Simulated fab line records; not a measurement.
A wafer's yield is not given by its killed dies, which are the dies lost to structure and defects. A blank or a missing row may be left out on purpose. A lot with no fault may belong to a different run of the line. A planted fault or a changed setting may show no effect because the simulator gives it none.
A single fault, viewed from 2 desks / flow n5Finfet / each desk holds nothing but its own numbers, with what lay behind them at the end
Where a reading is given only as a bound, like >300, the bound stands for it, and a mean or a difference that rests on one is marked > or <: the true number lies beyond.

THE DEFECT DESK
Lot by lot, what the route's inspections counted, given as the mean of those sampled wafers with a number. A lot is out of limits, marked OUT, if its mean lies more than 4 standard deviations from the usual mean; the brackets give that distance.
Columns: A = rawDefectCount at N5_BEOL_M12_INSPECT_30, usual 2.1
lot=L205; first seen here=day 11 17:07; A=1.3
lot=L206; first seen here=day 12 07:40; A=3.0
lot=L204; first seen here=day 12 07:58; A=3.0
lot=L210; first seen here=day 13 08:54; A=3.0
lot=L214; first seen here=day 14 13:25; A=3.3
lot=L217; first seen here=day 15 17:28; A=>201 (+99 or more) OUT
lot=L219; first seen here=day 15 19:53; A=>101 (>+66) OUT
lot=L225; first seen here=day 17 21:32; A=2.3
lot=L224; first seen here=day 18 01:10; A=1.7
lot=L223; first seen here=day 18 04:55; A=1.0
This desk's finding: out of limits on L217, L219; first on L217, day 15 17:28 (rawDefectCount at N5_BEOL_M12_INSPECT_30). In limits: L205, L206, L204, L210, L214, L225, L224, L223.

AT THE TOOL OWNER'S DESK: plasmaAsher-01
The tool's own readings at N5_BEOL_M12_STRIP_64 (strips in N2/H2): means of the sampled wafers that have a number, for each lot that ran on this tool. A lot is out of limits, marked OUT, if its mean lies more than 4 standard deviations from the usual mean; the brackets give that distance.
Columns: A = drypumpMotorCurrentA at N5_BEOL_M12_STRIP_64, usual 6.1 A; B = heaterPowerW at N5_BEOL_M12_STRIP_64, usual 336 W; C = oesProductAu at N5_BEOL_M12_STRIP_64, usual 0.715 a.u.; D = stripTimeToEndpointS at N5_BEOL_M12_STRIP_64, usual 31.34 s
lot=L205; first seen here=day 11 16:28; A=6.2; B=319; C=0.715; D=31.37
lot=L206; first seen here=day 12 07:02; A=6.2; B=325; C=0.721; D=31.24
lot=L204; first seen here=day 12 07:28; A=6.2; B=325; C=0.714; D=31.40
lot=L210; first seen here=day 13 08:23; A=6.1; B=323; C=0.716; D=31.22
lot=L214; first seen here=day 14 12:46; A=6.2; B=325; C=0.713; D=31.43
lot=L217; first seen here=day 15 16:49; A=5.7; B=310; C=0.716; D=31.30
lot=L219; first seen here=day 15 19:14; A=6.2; B=324; C=0.717; D=31.34
This desk found nothing out of limits on any of the 7 lots.

TAKEN TOGETHER
The defect desk could have raised an alarm at day 15 17:28, on L217, L219.
The tool owner's desk saw nothing out of limits.
The tool owner's desk has L217, L219 on record, within its limits.
N5_BEOL_M12_STRIP_64 was run on plasmaAsher-01 by each of the lots named.

WHAT THE SIMULATOR HAD PUT IN
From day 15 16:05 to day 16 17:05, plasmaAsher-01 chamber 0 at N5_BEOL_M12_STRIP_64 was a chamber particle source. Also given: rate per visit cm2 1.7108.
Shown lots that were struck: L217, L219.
Hours from the fault's start to each desk's first reading out of limits: the defect desk, 1.
